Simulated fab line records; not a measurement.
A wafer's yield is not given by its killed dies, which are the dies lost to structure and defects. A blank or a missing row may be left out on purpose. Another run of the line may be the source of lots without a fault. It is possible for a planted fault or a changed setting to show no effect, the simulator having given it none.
Which tool did it?    flow n5 finfet    30 wafers sampled from 10 lots at 1 step of a route of 1938

== WHAT EACH GAUGE READ, for each wafer ==
N5_BEOL_M2_CD_MEAS_18: pitch 36 nm, target cd 18 nm.
lot   measured      on         cd nm (nm)
L076  day 7 00:40   cd sem-02  17.90 17.66 17.98
L077  day 7 14:32   cd sem-03  17.83 17.73 17.83
L080  day 8 03:31   cd sem-03  18.23 17.98 18.30
L082  day 8 16:48   cd sem-03  18.53 17.83 18.49
L085  day 9 15:50   cd sem-02  17.97 17.71 17.70
L087  day 9 22:10   cd sem-01  18.38 18.15 17.85
L089  day 10 11:17  cd sem-03  18.03 17.59 17.88
L090  day 10 18:43  cd sem-01  18.17 18.36 17.91
L094  day 11 13:45  cd sem-01  17.81 18.37 18.51
L096  day 12 03:48  cd sem-03  17.50 18.09 17.49

== EACH LOT AND THE TOOL THAT RAN IT (in order: tool; ch and the chambers of the sampled wafers; start) ==
The record holds no process step before these readings.

== THE ANSWER, worked out from the rows above alone ==
Rule: the lots themselves supply what counts as usual. Put in order of their means at a reading, lots are off if they are a third of the lots or fewer, leave a main group of 4 or more, and stand apart from it by a gap of 3 or more times the standard deviation of the main group's means; of several such gaps the widest counts. A main group whose means are all the same, to the digits that the tables above print for the reading, isn't used. A lot without any number at a reading at which 4 lots or more have one is off too. Any other lot the step has rows for is counted as sound.
No lot is off at any reading shown: from this, nothing can be told.

== WHAT HAD BEEN PUT IN BY THE SIMULATOR ==
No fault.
